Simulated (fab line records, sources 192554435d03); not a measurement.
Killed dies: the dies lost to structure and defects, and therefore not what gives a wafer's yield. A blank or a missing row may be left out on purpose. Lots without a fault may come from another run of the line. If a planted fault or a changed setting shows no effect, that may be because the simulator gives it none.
What tool caused it? + flow n5_finfet + 14 lots with 40 wafers sampled at 4 steps, on a route of 1938 steps

## WHAT EACH GAUGE READ, for each wafer
No reading from a measuring or inspecting step in the record can be judged against a usual standard deviation.

## WHAT TOOL EACH LOT RAN ON (gives the tool, then ch and the chambers of the sampled wafers, and finally the start)
| lot  | N5_PMOS_HMC_CHANNEL_EPI_PRECLEAN_36 | N5_BEOL_M15_SPUTTER_44       | N5_BEOL_M15_ANNEAL_48            | N5_PASSIVATION_PROBE_49 |
|------|-------------------------------------|------------------------------|----------------------------------|-------------------------|
| L398 | wet_bench-01 ch 0,2,3, day 1 18:38  | pvd_sputter-01, day 11 00:09 | rtp_anneal-02 ch 0, day 11 00:49 | -                       |
| L400 | wet_bench-01 ch 1,4,6, day 2 06:19  | pvd_sputter-03, day 12 05:07 | rtp_anneal-02 ch 0, day 12 05:40 | -                       |
| L401 | wet_bench-03 ch 0,5,6, day 2 11:42  | pvd_sputter-03, day 11 15:06 | rtp_anneal-01 ch 0, day 11 15:32 | -                       |
| L402 | wet_bench-03 ch 0,2,4, day 2 17:46  | pvd_sputter-03, day 12 02:46 | rtp_anneal-01 ch 0, day 12 03:12 | -                       |
| L403 | wet_bench-02 ch 1,3, day 2 23:43    | pvd_sputter-01, day 12 15:33 | rtp_anneal-01 ch 0, day 12 16:07 | -                       |
| L404 | wet_bench-03 ch 5,6,7, day 3 05:57  | pvd_sputter-02, day 12 12:32 | rtp_anneal-01 ch 0, day 12 13:04 | -                       |
| L405 | wet_bench-02 ch 2,4,7, day 3 12:05  | pvd_sputter-01, day 13 11:21 | rtp_anneal-01 ch 0, day 13 12:10 | -                       |
| L408 | wet_bench-02 ch 0,1,5, day 4 06:16  | pvd_sputter-02, day 13 16:43 | rtp_anneal-01 ch 0, day 13 17:22 | -                       |
| L409 | wet_bench-03 ch 0,5, day 4 11:43    | pvd_sputter-01, day 14 03:54 | rtp_anneal-02 ch 0, day 14 04:34 | -                       |
| L411 | wet_bench-01 ch 1,4,5, day 5 00:38  | pvd_sputter-02, day 14 15:22 | rtp_anneal-02 ch 0, day 14 15:48 | -                       |
| L413 | wet_bench-02 ch 2,3,6, day 5 13:11  | pvd_sputter-02, day 14 14:46 | rtp_anneal-02 ch 0, day 14 15:14 | prober-02, day 15 09:37 |
| L416 | wet_bench-02 ch 3,4,7, day 6 08:14  | pvd_sputter-01, day 16 02:52 | rtp_anneal-02 ch 0, day 16 03:36 | prober-01, day 16 23:09 |
| L420 | wet_bench-03 ch 1,3,6, day 7 06:33  | pvd_sputter-03, day 17 02:34 | rtp_anneal-01 ch 0, day 17 03:14 | -                       |
| L421 | wet_bench-01 ch 1,2,5, day 7 12:09  | pvd_sputter-02, day 17 05:43 | rtp_anneal-02 ch 0, day 17 06:09 | -                       |
- N5_PMOS_HMC_CHANNEL_EPI_PRECLEAN_36: cleans in O3/DIW, time 45 s.
- N5_BEOL_M15_SPUTTER_44: material Ta, target thk 15 nm, time 24.19 s.
- N5_BEOL_M15_ANNEAL_48: time 90 s.
- N5_PASSIVATION_PROBE_49

## AS READ BY THE TOOLS THEMSELVES (means over the sampled wafers that have a number; for cases with no such wafer, the mark the record gives instead)
N5_BEOL_M15_SPUTTER_44. Usual: susceptor_temp_C 49.99 C, standard deviation 0.11; throttle_valve_pct 30.1 %, standard deviation 0.95.
| lot  | tool           | susceptor_temp_C (C) | throttle_valve_pct (%) | flag |
|------|----------------|----------------------|------------------------|------|
| L398 | pvd_sputter-01 | 49.87                | 30.0                   |      |
| L400 | pvd_sputter-03 | 49.94                | 29.0                   |      |
| L401 | pvd_sputter-03 | 49.99                | 29.8                   |      |
| L402 | pvd_sputter-03 | 49.97                | 29.5                   |      |
| L403 | pvd_sputter-01 | 49.97                | 30.2                   |      |
| L404 | pvd_sputter-02 | 49.99                | 29.9                   |      |
| L405 | pvd_sputter-01 | 49.98                | 30.6                   |      |
| L408 | pvd_sputter-02 | 50.08                | 31.1                   |      |
| L409 | pvd_sputter-01 | 50.05                | 30.1                   |      |
| L411 | pvd_sputter-02 | 50.03                | 30.3                   |      |
| L413 | pvd_sputter-02 | 50.12                | 30.3                   |      |
| L416 | pvd_sputter-01 | 49.98                | 29.8                   |      |
| L420 | pvd_sputter-03 | 49.97                | 29.5                   |      |
| L421 | pvd_sputter-02 | 49.95                | 31.0                   |      |

N5_BEOL_M15_ANNEAL_48. Usual: anneal_temp_c 225.02 C, standard deviation 0.16; wafer_temp_C_max 226.0, standard deviation 0.35.
| lot  | tool          | anneal_temp_c (C) | wafer_temp_C_max | flag |
|------|---------------|-------------------|------------------|------|
| L398 | rtp_anneal-02 | 225.09            | 226.3            |      |
| L400 | rtp_anneal-02 | 224.86            | 226.3            |      |
| L401 | rtp_anneal-01 | 225.22            | 225.5            |      |
| L402 | rtp_anneal-01 | 224.87            | 225.7            |      |
| L403 | rtp_anneal-01 | 225.07            | 225.8            |      |
| L404 | rtp_anneal-01 | 224.76            | 225.5            |      |
| L405 | rtp_anneal-01 | 224.99            | 225.7            |      |
| L408 | rtp_anneal-01 | 224.91            | 225.7            |      |
| L409 | rtp_anneal-02 | 224.89            | 226.3            |      |
| L411 | rtp_anneal-02 | 224.85            | 226.3            |      |
| L413 | rtp_anneal-02 | 225.06            | 226.3            |      |
| L416 | rtp_anneal-02 | 225.22            | 226.1            |      |
| L420 | rtp_anneal-01 | 224.97            | 225.9            |      |
| L421 | rtp_anneal-02 | 225.17            | 226.2            |      |

N5_PASSIVATION_PROBE_49. Usual: killed_at_M0_to_M3 35, standard deviation 11; killed_at_M4_up 13, standard deviation 5.7; killed_at_contacts 12, standard deviation 5.7; killed_at_front_end 40, standard deviation 11; killed_at_other 4, standard deviation 4.4; killed_dies 105, standard deviation 18; killed_open 68, standard deviation 14; killed_short 34, standard deviation 7.4.
| lot  | tool      | killed_at_M0_to_M3 | killed_at_M4_up | killed_at_contacts | killed_at_front_end | killed_at_other | killed_dies | killed_open | killed_short | flag |
|------|-----------|--------------------|-----------------|--------------------|---------------------|-----------------|-------------|-------------|--------------|------|
| L413 | prober-02 | 26                 | 9               | 10                 | 152                 | 6               | 204         | 46          | 32           | OFF  |
| L416 | prober-01 | 22                 | 13              | 14                 | 160                 | 1               | 211         | 56          | 30           | OFF  |

## THE ANSWER, worked out from the rows above alone
Rule: take the mean of a lot's wafers that have a number; if it is more than 3 standard deviations from the usual mean, the lot is off. Also off: a lot with no number at a reading for which 4 or more lots have one. All remaining lots with rows at the step are treated as sound. First the gauges in route order, then the tools' own readings, where a lot's mean is used as printed above. At the first step where some lot is off, the reading lying furthest off is the one used; lots without a number count as furthest.
Off: L413, L416, at N5_PASSIVATION_PROBE_49 (killed_at_front_end). Neither off nor sound, because the step has no rows for them: L398, L400, L401, L402, L403, L404, L405, L408, L409, L411, L420, L421.
A tool fits if, at that step or a process step before it, it ran every lot that is off, and no sound lot after the first of them. 2 tools fit, wet_bench-02 at N5_PMOS_HMC_CHANNEL_EPI_PRECLEAN_36 and rtp_anneal-02 at N5_BEOL_M15_ANNEAL_48, so this cannot tell which one it is.

## WHAT HAD BEEN PUT IN BY THE SIMULATOR
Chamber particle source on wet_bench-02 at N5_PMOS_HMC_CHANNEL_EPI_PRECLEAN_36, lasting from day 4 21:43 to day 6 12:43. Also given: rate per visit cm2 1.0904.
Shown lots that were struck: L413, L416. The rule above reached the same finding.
